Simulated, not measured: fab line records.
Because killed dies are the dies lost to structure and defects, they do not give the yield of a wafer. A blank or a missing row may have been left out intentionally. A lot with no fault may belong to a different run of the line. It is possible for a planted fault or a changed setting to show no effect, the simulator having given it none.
Matching of chambers	flow nandHarc	NHARC_A_CONTACT_DESCUM_47 on rieDiel-08 has 4 sister chambers
The step chemistry O2, time 3 s. 4 wafers are shown with their chamber, then 12 later ones without.

== WAFERS, EACH WITH ITS CHAMBER ==
wafer	chamber	drypumpMotorCurrentA (A)
L086.1	2	6.0
L087.6	3	6.2
L089.3	1	5.9
L089.6	0	5.8

== WAFERS WHOSE CHAMBER IS MISSING ==
wafer	drypumpMotorCurrentA (A)
L090.1	5.9
L090.2	6.2
L090.6	6.0
L092.1	6.2
L092.4	5.8
L092.5	6.0
L096.2	6.2
L096.4	6.0
L096.5	6.1
L097.1	6.0
L097.3	5.9
L097.4	6.2

== CHAMBER TAKEN BY EACH ==
wafer	from the rows above	in truth
L090.1	1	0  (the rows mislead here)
L090.2	3	3
L090.6	2	2
L092.1	3	3
L092.4	0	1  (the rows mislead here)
L092.5	2	2
L096.2	3	3
L096.4	2	2
L096.5	can't be placed: 2 or 3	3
L097.1	2	2
L097.3	1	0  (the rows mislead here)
L097.4	3	3
Correct placement for 8 of the 12. Not placeable from these rows: 1 (in 1, the candidates include the true chamber). Number placed wrongly: 3.
How it was worked out, from the rows above alone: a wafer's distance from a chamber is the root of the sum, over the readings, of the square of ((its reading less the chamber's mean) divided by the reading's scatter). If the next closest chamber is less than 2 further off than the closest, the wafer can't be placed; otherwise it belongs to the closest. A chamber's mean is the mean of its shown wafers. The scatter (one wafer shown for each chamber): square how far every hidden wafer sits from the nearest shown wafer, average those squares and take the square root.
